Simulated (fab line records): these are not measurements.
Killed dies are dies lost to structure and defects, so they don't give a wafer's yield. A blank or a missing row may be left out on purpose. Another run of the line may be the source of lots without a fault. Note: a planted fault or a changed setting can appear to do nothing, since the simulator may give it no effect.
Matching of chambers + flow n5Finfet + N5_BEOL_M13_TRENCH_ETCH_34 on rieDiel-06 has 4 sister chambers
The step etches SiOC in C4F8/O2/Ar, target depth 413.47 nm, time 162.6 s. 20 wafers are shown with their chamber, then 10 later ones without.

EACH WAFER AND ITS CHAMBER
| wafer  | chamber | throttleValvePct (%) | drypumpMotorCurrentA (A) | showerheadPlenumPTorr (Torr) |
|--------|---------|----------------------|--------------------------|------------------------------|
| L074.2 | 2       | 23.76                | 5.0                      | 3.34                         |
| L074.3 | 3       | 24.08                | 5.7                      | 3.55                         |
| L074.6 | 2       | 23.76                | 5.0                      | 3.34                         |
| L078.2 | 1       | 24.18                | 5.1                      | 3.37                         |
| L078.3 | 0       | 24.42                | 6.3                      | 3.27                         |
| L078.6 | 0       | 24.41                | 6.3                      | 3.27                         |
| L079.1 | 3       | 24.09                | 5.7                      | 3.55                         |
| L079.2 | 2       | 23.77                | 5.0                      | 3.34                         |
| L079.5 | 3       | 24.09                | 5.7                      | 3.55                         |
| L082.1 | 0       | 24.43                | 6.2                      | 3.26                         |
| L082.2 | 1       | 24.19                | 5.0                      | 3.36                         |
| L082.4 | 2       | 23.76                | 5.0                      | 3.33                         |
| L085.3 | 2       | 23.77                | 5.0                      | 3.33                         |
| L085.5 | 1       | 24.19                | 5.1                      | 3.36                         |
| L085.6 | 2       | 23.79                | 5.0                      | 3.33                         |
| L083.1 | 0       | 24.44                | 6.2                      | 3.26                         |
| L083.3 | 1       | 24.18                | 5.1                      | 3.36                         |
| L083.5 | 3       | 24.11                | 5.7                      | 3.54                         |
| L084.3 | 3       | 24.10                | 5.7                      | 3.54                         |
| L084.4 | 0       | 24.42                | 6.2                      | 3.26                         |

SIGNATURES (averages over the wafers above)
| reading               | chamber 0 | chamber 1 | chamber 2 | chamber 3 | scatter within a chamber |
|-----------------------|-----------|-----------|-----------|-----------|--------------------------|
| throttleValvePct      | 24.4240   | 24.1850   | 23.7683   | 24.0940   | 0.0107                   |
| drypumpMotorCurrentA  | 6.240     | 5.075     | 5.000     | 5.700     | 0.0349                   |
| showerheadPlenumPTorr | 3.2640    | 3.3625    | 3.3350    | 3.5460    | 0.00539                  |
Rule: a wafer lies at a distance from a chamber equal to the root of the sum of squares, over the readings, of (its reading less the chamber's mean, divided by the reading's scatter). The wafer belongs to the nearest chamber; if the next one is less than 2 further off, it can't be placed. The scatter is the square root of a quotient: the sum, over the shown wafers, of each reading's squared deviation from its chamber's mean, divided by wafers minus chambers.

WAFERS WHOSE CHAMBER IS MISSING
| wafer  | throttleValvePct (%) | drypumpMotorCurrentA (A) | showerheadPlenumPTorr (Torr) |
|--------|----------------------|--------------------------|------------------------------|
| L084.6 | 24.19                | 5.1                      | 3.36                         |
| L088.1 | 24.42                | 6.3                      | 3.26                         |
| L088.3 | 24.12                | 5.7                      | 3.54                         |
| L088.4 | 24.45                | 6.2                      | 3.26                         |
| L097.1 | 23.91                | 5.1                      | 3.35                         |
| L097.3 | 24.14                | 5.8                      | 3.53                         |
| L097.6 | 23.90                | 5.1                      | 3.36                         |
| L096.1 | 24.14                | 5.7                      | 3.53                         |
| L096.4 | 23.89                | 5.1                      | 3.35                         |
| L096.5 | 24.47                | 6.2                      | 3.24                         |

CHAMBER TAKEN BY EACH
| wafer  | from the rows above | in truth                   |
|--------|---------------------|----------------------------|
| L084.6 | 1                   | 1                          |
| L088.1 | 0                   | 0                          |
| L088.3 | 3                   | 3                          |
| L088.4 | 0                   | 0                          |
| L097.1 | 2                   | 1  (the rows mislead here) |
| L097.3 | 3                   | 3                          |
| L097.6 | 2                   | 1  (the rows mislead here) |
| L096.1 | 3                   | 3                          |
| L096.4 | 2                   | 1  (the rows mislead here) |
| L096.5 | 0                   | 0                          |
Correctly placed: 7 of 10. From these rows, 0 cannot be placed. Placed wrongly: 3.
